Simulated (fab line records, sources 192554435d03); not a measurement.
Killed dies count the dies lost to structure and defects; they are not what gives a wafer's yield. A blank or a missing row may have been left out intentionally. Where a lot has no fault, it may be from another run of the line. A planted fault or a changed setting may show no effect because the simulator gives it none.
A single fault, viewed from 2 desks    flow n5 finfet    each desk has only its own numbers; what lay behind them comes last

== THE TOOL OWNER'S DESK: rie diel-05 ==
The tool's own readings at N5_BEOL_M0_STRIP_104 (strips in N2/H2): means of the sampled wafers that have a number, for each lot that ran on this tool. If a lot's mean is further than 4 standard deviations from the usual mean, the lot is out of limits and carries the mark OUT (the distance appears in the brackets).
Columns: A = drypump motor current A at N5_BEOL_M0_STRIP_104, usual 6.0 A; B = n2 flow sccm at N5_BEOL_M0_STRIP_104, usual 199.9 sccm; C = oes product au at N5_BEOL_M0_STRIP_104, usual 0.78 a.u.; D = power w at N5_BEOL_M0_STRIP_104, usual 449.9 W; E = rf vpp V at N5_BEOL_M0_STRIP_104, usual 59.1 V; F = showerhead plenum p Torr at N5_BEOL_M0_STRIP_104, usual 2.54 Torr; G = throttle valve pct at N5_BEOL_M0_STRIP_104, usual 23.5 %
lot   first seen here  A    B      C     D                E     F     G
L476  day 6 19:22      6.1  199.5  0.76  451.1            58.1  2.61  23.4
L477  day 6 19:25      6.2  200.4  0.78  448.4            60.0  2.54  23.3
L479  day 7 11:14      5.6  199.7  0.81  450.4            58.7  2.53  23.2
L493  day 10 16:00     5.8  200.0  0.84  485.0 (+25) OUT  61.1  2.56  23.3
Finding of this desk: L493 out of limits; the first was L493 at day 10 16:00, on power w at N5_BEOL_M0_STRIP_104. L476, L477, L479 stayed within limits.

== THE METROLOGY DESK ==
Means of the sampled wafers that have a number, per lot and without regard to the tool the lot ran on: this is what the gauges read. If a lot's mean is further than 4 standard deviations from the usual mean, the lot is out of limits and carries the mark OUT (the distance appears in the brackets). Only the readings that lie furthest out on some lot appear, 7 of the 10 it has.
Columns: A = DIBL_P at N5_BEOL_M4_RC_MEAS_101, usual 36.1 mV/V; B = IOFF_N at N5_BEOL_M4_RC_MEAS_101, usual 0.161 nA/um; C = IOFF_P at N5_BEOL_M4_RC_MEAS_101, usual 0.209 nA/um; D = SS_N at N5_BEOL_M4_RC_MEAS_101, usual 71.5 mV/dec; E = SS_P at N5_BEOL_M4_RC_MEAS_101, usual 73.2 mV/dec; F = VT_N at N5_BEOL_M4_RC_MEAS_101, usual 249.1 mV; G = VT_P at N5_BEOL_M4_RC_MEAS_101, usual -249.9 mV
lot   first seen here  A     B      C      D     E     F      G
L473  day 7 12:20      35.0  0.145  0.181  71.4  73.2  248.1  -253.5
L476  day 8 14:11      34.0  0.132  0.181  71.2  72.9  252.3  -251.3
L477  day 8 17:25      34.5  0.128  0.172  70.3  72.5  252.2  -255.1
L479  day 9 12:39      37.0  0.181  0.227  71.6  73.8  248.6  -248.4
L483  day 10 10:28     36.7  0.160  0.204  71.3  73.2  248.1  -248.9
L493  day 12 14:43     37.5  0.188  0.226  72.0  72.9  248.0  -249.1
L495  day 13 06:17     37.2  0.170  0.225  72.1  73.5  247.9  -249.7
L496  day 13 22:22     35.4  0.147  0.199  71.8  73.3  250.6  -247.7
Finding of this desk: none of the 8 lots has anything out of limits.

== BROUGHT TOGETHER ==
At day 10 16:00, on L493, the tool owner's desk was in a position to raise an alarm.
Nothing out of limits was seen by the metrology desk.
The metrology desk has L493 on record, within its limits.
On rie diel-05, each named lot ran N5_BEOL_M0_STRIP_104.

== WHAT THE SIMULATOR HAD INSERTED ==
rie diel-05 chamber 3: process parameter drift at N5_BEOL_M0_STRIP_104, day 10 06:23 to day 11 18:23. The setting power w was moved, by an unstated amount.
Lots struck among those shown: L493.
Hours from the fault's start to each desk's first reading out of limits: the tool owner's desk, 10.
